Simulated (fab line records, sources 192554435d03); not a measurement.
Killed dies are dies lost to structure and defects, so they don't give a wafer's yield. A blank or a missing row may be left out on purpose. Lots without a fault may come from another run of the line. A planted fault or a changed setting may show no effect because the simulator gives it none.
One fault seen from 3 desks | flow n5_finfet | each desk has only its own numbers; what lay behind them comes last

THE DEFECT DESK
What the inspections along the route counted, lot by lot: means of the sampled wafers that have a number. A lot is out of limits, marked OUT, if its mean lies more than 4 standard deviations from the usual mean; the brackets give that distance.
Columns: A = raw_defect_count at N5_BEOL_M10_INSPECT_13, usual 413; B = raw_defect_count at N5_BEOL_M10_INSPECT_30, usual 418
lot  | first seen here | A   | B
L430 | day 10 09:50    | 392 | 377
L438 | day 12 07:06    | 421 | 405
L439 | day 12 15:34    | 512 | 511
L440 | day 13 08:28    | 368 | 374
L444 | day 13 18:13    | 458 | 463
L446 | day 13 21:32    | 476 | 476
L447 | day 14 20:39    | 506 | 513
L452 | day 16 04:19    | 367 | 385
L450 | day 16 04:41    | 370 | 400
This desk's finding: nothing out of limits on any of the 9 lots.

THE METROLOGY DESK
What the gauges read, lot by lot, whatever tool the lot ran on: means of the sampled wafers that have a number. A lot is out of limits, marked OUT, if its mean lies more than 4 standard deviations from the usual mean; the brackets give that distance.
Columns: A = trench_depth_nm at N5_BEOL_M10_OCD_MEAS_38, usual 149.8 nm; B = M10_THK at N5_BEOL_M10_THK_MEAS_53, usual 142.8 nm; C = M10_RS at N5_BEOL_M10_RS_MEAS_57, usual 0.150 ohm/sq
lot  | first seen here | A     | B     | C
L430 | day 10 12:24    | 148.5 | 142.3 | 0.151
L438 | day 12 10:14    | 147.8 | 142.3 | 0.152
L439 | day 12 18:31    | 143.9 | 136.8 | 0.157
L440 | day 13 11:48    | 146.2 | 139.0 | 0.155
L444 | day 13 21:07    | 150.0 | 142.1 | 0.150
L446 | day 13 23:41    | 149.3 | 141.9 | 0.151
L447 | day 15 01:06    | 152.1 | 143.4 | 0.150
L452 | day 16 08:24    | 151.6 | 146.7 | 0.147
L450 | day 16 08:32    | 153.9 | 146.3 | 0.146
This desk's finding: nothing out of limits on any of the 9 lots.

THE TOOL OWNER'S DESK: rie_diel-05
The tool's own readings at N5_BEOL_M10_TRENCH_ETCH_37 (etches SiCOH lowk in C4F6/O2, target depth 148.83 nm, time 48 s): means of the sampled wafers that have a number, for each lot that ran on this tool. A lot is out of limits, marked OUT, if its mean lies more than 4 standard deviations from the usual mean; the brackets give that distance. Of its 9 readings 7 are shown: the one that was out of limits first, and those that lie furthest out on some lot.
Columns: A = drypump_motor_current_A at N5_BEOL_M10_TRENCH_ETCH_37, usual 5.7 A; B = oes_f_703_au at N5_BEOL_M10_TRENCH_ETCH_37, usual 0.79 a.u.; C = oes_o_777_au at N5_BEOL_M10_TRENCH_ETCH_37, usual 0.79 a.u.; D = oes_product_au at N5_BEOL_M10_TRENCH_ETCH_37, usual 0.78 a.u.; E = rf_fwd_power_W at N5_BEOL_M10_TRENCH_ETCH_37, usual 341.2 W; F = rf_vpp_V at N5_BEOL_M10_TRENCH_ETCH_37, usual 664 V; G = showerhead_plenum_p_Torr at N5_BEOL_M10_TRENCH_ETCH_37, usual 2.80 Torr
lot  | first seen here | A   | B    | C    | D    | E               | F   | G
L438 | day 12 10:04    | 6.1 | 0.74 | 0.74 | 0.73 | 339.9           | 669 | 2.76
L439 | day 12 18:19    | 6.1 | 0.67 | 0.68 | 0.71 | 311.5 (-17) OUT | 701 | 2.76
L440 | day 13 11:37    | 5.9 | 0.67 | 0.68 | 0.72 | 312.6 (-17) OUT | 713 | 2.81
L450 | day 16 08:21    | 5.8 | 0.90 | 0.90 | 0.89 | 340.6           | 666 | 2.86
This desk's finding: out of limits on L439, L440; first on L439, day 12 18:19 (rf_fwd_power_W at N5_BEOL_M10_TRENCH_ETCH_37). In limits: L438, L450.

PUT TOGETHER
The tool owner's desk could have raised an alarm at day 12 18:19, on L439, L440.
The defect desk saw nothing out of limits.
The metrology desk saw nothing out of limits.
The defect desk has L439, L440 on record, within its limits.
The metrology desk has L439, L440 on record, within its limits.
Of the lots named, all ran N5_BEOL_M10_TRENCH_ETCH_37 on rie_diel-05.

WHAT THE SIMULATOR HAD PUT IN
Process parameter drift: rie_diel-05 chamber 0, from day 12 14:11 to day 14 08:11, at N5_BEOL_M10_TRENCH_ETCH_37. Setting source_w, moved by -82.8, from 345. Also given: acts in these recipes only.
Lots struck among those shown: L439, L440.
Hours from the fault's start to each desk's first reading out of limits: the tool owner's desk, 4.
